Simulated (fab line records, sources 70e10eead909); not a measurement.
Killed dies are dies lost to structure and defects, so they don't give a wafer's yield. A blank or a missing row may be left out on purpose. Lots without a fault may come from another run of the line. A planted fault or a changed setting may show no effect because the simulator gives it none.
Problem report in the 8D (eight disciplines) form, filled by code | flow nand_harc | the parts of the form that need people (team, actions taken, sign-off) are left out

1. THE PROBLEM
killed_at_array at NHARC_END_SORT_01 reads a mean of 142 on 6 wafers of 2 lots; wafers without a fault read 46 with a standard deviation of 15. That is +6.4 standard deviations from the usual mean.
First seen on wafer L273.1, day 31 19:50, on prober-01. The record holds 9 wafers of 3 lots with a number at this step. Rule for "out", or "out of limits": more than 4 standard deviations from the usual mean. The other wafers with a number count as sound.

2. WHAT IT IS AND WHAT IT IS NOT
question                    | is                           | is not
which readings at this step | killed_at_array, killed_dies | killed_at_periphery, killed_open, killed_short
which lots                  | L273, L274                   | L264
which wafers of those lots  | all that have a number       | -
read on which gauges        | prober-01                    | -
when                        | from day 31 19:50            | up to then (3 sound wafers)

3. SUSPECTS, AND WHAT RULES EACH OUT
Counting: a tool at a process step up to the reading stays a suspect if it ran every lot that is out and no sound lot after the first of them.
- the gauge at NHARC_END_SORT_01: kept. All the wafers that are out were read on prober-01, and no step on other tools shows them out.
- har_cap_etch-02 at NHARC_A_CONTACT_ETCH_126 (etches the open film in C4F8/O2/Ar, time 197 s, target depth 1918 nm): kept. It ran every lot that is out, first L273 (day 29 02:53), and no sound lot after that.
Left after counting: har_cap_etch-02 at NHARC_A_CONTACT_ETCH_126, prober-01 at NHARC_END_SORT_01.

4. THE CAUSE (what the simulator had put in)
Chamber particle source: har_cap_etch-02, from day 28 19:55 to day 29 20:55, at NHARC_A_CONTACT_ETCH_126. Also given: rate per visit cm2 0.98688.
Counting left 2 suspects, and this tool is among them.

5. THE CHAIN OF EFFECTS, in route order
Each row: a reading whose mean over the struck wafers that have a number lies more than 3 standard deviations from the usual. Only readings for which the record gives a usual standard deviation are gone through. hours: the time from each lot's start at the first step in this table that gives one to its start at this step, as a median over the lots. sigmas: the change in usual standard deviations.
hours | step              | reading         | usual | on struck wafers | change | sigmas
0     | NHARC_END_SORT_01 | killed_at_array | 46    | 142              | +96    | +6.4
0     | NHARC_END_SORT_01 | killed_dies     | 51    | 148              | +97    | +6.4

6. WHAT WOULD HAVE CAUGHT IT SOONER
In this record the first reading out of limits at a measuring or inspecting step was taken at day 31 19:50, 72 hours after the fault began at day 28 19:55.
All the lots that are out (2) had begun NHARC_A_CONTACT_ETCH_126 on har_cap_etch-02 by day 31 19:50. A hold on the tool at that time would have spared none of them.
